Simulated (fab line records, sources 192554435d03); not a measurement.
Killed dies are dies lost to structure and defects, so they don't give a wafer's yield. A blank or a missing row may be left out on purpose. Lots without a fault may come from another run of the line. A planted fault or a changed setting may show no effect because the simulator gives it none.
Split-lot experiment | flow n5_finfet | 7 lots, 39 wafers read, on a route of 1938 steps

THE SPLIT
At N5_FIN_SAQP_DESCUM_21 (chemistry O2, time 7.9 s), the setting time_s was moved away from the recipe's 7.9 s on 15 of the 39 wafers read, by -45.6% to +39.5%. The other wafers ran this setting at the recipe's value.

The reading is taken at the split's own step.

THE READING
CAR-ArF_of_FIN_SAQP_COAT_10.thk_nm (the simulator's own value, which no gauge read), in nm, at N5_FIN_SAQP_DESCUM_21 (chemistry O2, time 7.9 s). The file gives no usual value for it. The 24 wafers here that ran the recipe average 83.62 nm, standard deviation 0.24 nm.

wafer  | tool, chamber at the split | time_s as run, s | against the recipe | CAR-ArF_of_FIN_SAQP_COAT_10.thk_nm, nm | against lot-mates on the recipe
L074.1 | rie_diel-06, 1             | 7.9              | recipe             | 83.55                                  | -
L074.2 | rie_diel-06, 2             | 7.9              | recipe             | 83.58                                  | -
L074.3 | rie_diel-06, 1             | 7.9              | recipe             | 83.25                                  | -
L074.4 | rie_diel-06, 2             | 7.9              | recipe             | 83.22                                  | -
L074.5 | rie_diel-06, 2             | 7.9              | recipe             | 83.21                                  | -
L074.6 | rie_diel-06, 1             | 7.9              | recipe             | 83.47                                  | -
L083.1 | rie_diel-03, 2             | 7.9              | recipe             | 84.35                                  | -
L083.2 | rie_diel-03, 1             | 4.3              | -45.6%             | 86.14                                  | +2.08
L083.3 | rie_diel-03, 3             | 4.3              | -45.6%             | 86.02                                  | +1.96
L083.4 | rie_diel-03, 1             | 7.9              | recipe             | 83.83                                  | -
L083.5 | rie_diel-03, 2             | 4.3              | -45.6%             | 86.16                                  | +2.10
L083.6 | rie_diel-03, 3             | 7.9              | recipe             | 84                                     | -
L086.1 | rie_diel-06, 0             | 6.633            | -16.0%             | 84.37                                  | +0.79
L086.2 | rie_diel-06, 2             | 6.633            | -16.0%             | 84.5                                   | +0.92
L086.3 | rie_diel-06, 1             | 7.9              | recipe             | 83.52                                  | -
L086.4 | rie_diel-06, 2             | 6.633            | -16.0%             | 84.13                                  | +0.55
L086.5 | rie_diel-06, 1             | 7.9              | recipe             | 83.55                                  | -
L086.6 | rie_diel-06, 0             | 7.9              | recipe             | 83.67                                  | -
L089.1 | rie_diel-04, 3             | 7.9              | recipe             | 83.72                                  | -
L089.2 | rie_diel-04, 0             | 7.9              | recipe             | 83.64                                  | -
L089.3 | rie_diel-04, 2             | 11.02            | +39.5%             | 82.01                                  | -1.63
L089.4 | rie_diel-04, 1             | 11.02            | +39.5%             | 81.69                                  | -1.95
L089.5 | rie_diel-04, 0             | 7.9              | recipe             | 83.55                                  | -
L089.6 | rie_diel-04, 3             | 11.02            | +39.5%             | 81.95                                  | -1.69
L091.3 | rie_diel-06, 3             | 7.9              | recipe             | 83.62                                  | -
L091.4 | rie_diel-06, 1             | 7.9              | recipe             | 83.43                                  | -
L091.6 | rie_diel-06, 2             | 7.9              | recipe             | 83.53                                  | -
L096.1 | rie_diel-06, 2             | 7.9              | recipe             | 83.82                                  | -
L096.2 | rie_diel-06, 0             | 10.39            | +31.5%             | 82.08                                  | -1.59
L096.3 | rie_diel-06, 3             | 7.9              | recipe             | 83.55                                  | -
L096.4 | rie_diel-06, 1             | 10.39            | +31.5%             | 82.31                                  | -1.36
L096.5 | rie_diel-06, 1             | 10.39            | +31.5%             | 82.19                                  | -1.48
L096.6 | rie_diel-06, 0             | 7.9              | recipe             | 83.64                                  | -
L097.1 | rie_diel-03, 3             | 5.637            | -28.6%             | 85.17                                  | +1.43
L097.2 | rie_diel-03, 2             | 5.637            | -28.6%             | 85.23                                  | +1.49
L097.3 | rie_diel-03, 1             | 7.9              | recipe             | 83.7                                   | -
L097.4 | rie_diel-03, 0             | 7.9              | recipe             | 83.66                                  | -
L097.5 | rie_diel-03, 1             | 7.9              | recipe             | 83.86                                  | -
L097.6 | rie_diel-03, 2             | 5.637            | -28.6%             | 85.03                                  | +1.29

THE FIT
A straight line over all 39 wafers: CAR-ArF_of_FIN_SAQP_COAT_10.thk_nm changes by -0.0492 nm for each +1% of time_s; r = -0.98; the points scatter about the line by 0.23 nm.
The same after taking each lot's own level away (the mean of its wafers on the recipe; 39 wafers): -0.0458 nm for each +1%; r = -0.99; scatter 0.13 nm.
On that fit, the largest move of time_s shifts the reading by 2.1 nm.
The lots' own levels span 83.380 to 84.060 nm, that is 2.8 times the standard deviation above.
So the lot-to-lot level changes the slope little: the two slopes agree.
Check: with one of the wafers moved furthest among these (-45.6%) left out of the fit, the line predicts +2.09 nm for it against its lot-mates. It came out at +2.08 nm against them.

OTHER SPLITS ON THESE WAFERS
These wafers also went through other splits before the reading. Each is held against what the fit with the lots' levels taken away leaves over:
other split on the same wafers       | wafers away from the commonest value | r with CAR-ArF_of_FIN_SAQP_COAT_10.thk_nm (lot level and that fit taken away)
N5_ZERO_LAYER_ETCH_18 target_depth_a | 15                                   | -0.05

THE FILE'S OWN FIT
CAR-ArF_of_FIN_SAQP_COAT_10.thk_nm changes by -0.0458 nm for each +1% of time_s, r = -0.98.
